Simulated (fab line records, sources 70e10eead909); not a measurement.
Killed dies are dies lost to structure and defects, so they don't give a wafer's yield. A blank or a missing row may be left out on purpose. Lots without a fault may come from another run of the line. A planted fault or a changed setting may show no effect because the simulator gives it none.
Chamber matching | flow nand_harc | NHARC_A_CHANNEL_FILL_D2_STRIP_28 on rie_diel-10: 4 sister chambers
The step strips in O2, time 20 s. 4 wafers are shown with their chamber, then 10 later ones without.

WAFERS WITH THEIR CHAMBER
wafer  | chamber | drypump_motor_current_A (A)
L086.6 | 3       | 5.8
L087.6 | 1       | 6.4
L090.3 | 0       | 5.6
L090.4 | 2       | 5.0

WAFERS WITHOUT THEIR CHAMBER
wafer  | drypump_motor_current_A (A)
L090.6 | 5.8
L091.1 | 4.9
L091.3 | 5.8
L091.6 | 5.0
L093.1 | 4.9
L093.2 | 5.8
L093.6 | 5.8
L094.1 | 6.4
L094.2 | 5.8
L094.6 | 5.6

WHICH CHAMBER EACH WENT THROUGH
wafer  | from the rows above | in truth
L090.6 | 3                   | 3
L091.1 | 2                   | 2
L091.3 | 3                   | 3
L091.6 | 2                   | 2
L093.1 | 2                   | 2
L093.2 | 3                   | 3
L093.6 | 3                   | 3
L094.1 | 1                   | 1
L094.2 | 3                   | 3
L094.6 | 0                   | 0
Placed correctly: 10 of 10. Can't be placed from these rows: 0. Placed wrongly: 0.
How it was worked out, from the rows above alone: a wafer's distance from a chamber is the root of the sum, over the readings, of the square of ((its reading less the chamber's mean) divided by the reading's scatter). The wafer belongs to the nearest chamber; if the next one is less than 2 further off, it can't be placed. A chamber's mean is the mean of its shown wafers. The scatter: with one shown wafer a chamber, the root of the mean of the squares of how far each hidden wafer lies from its nearest shown one.
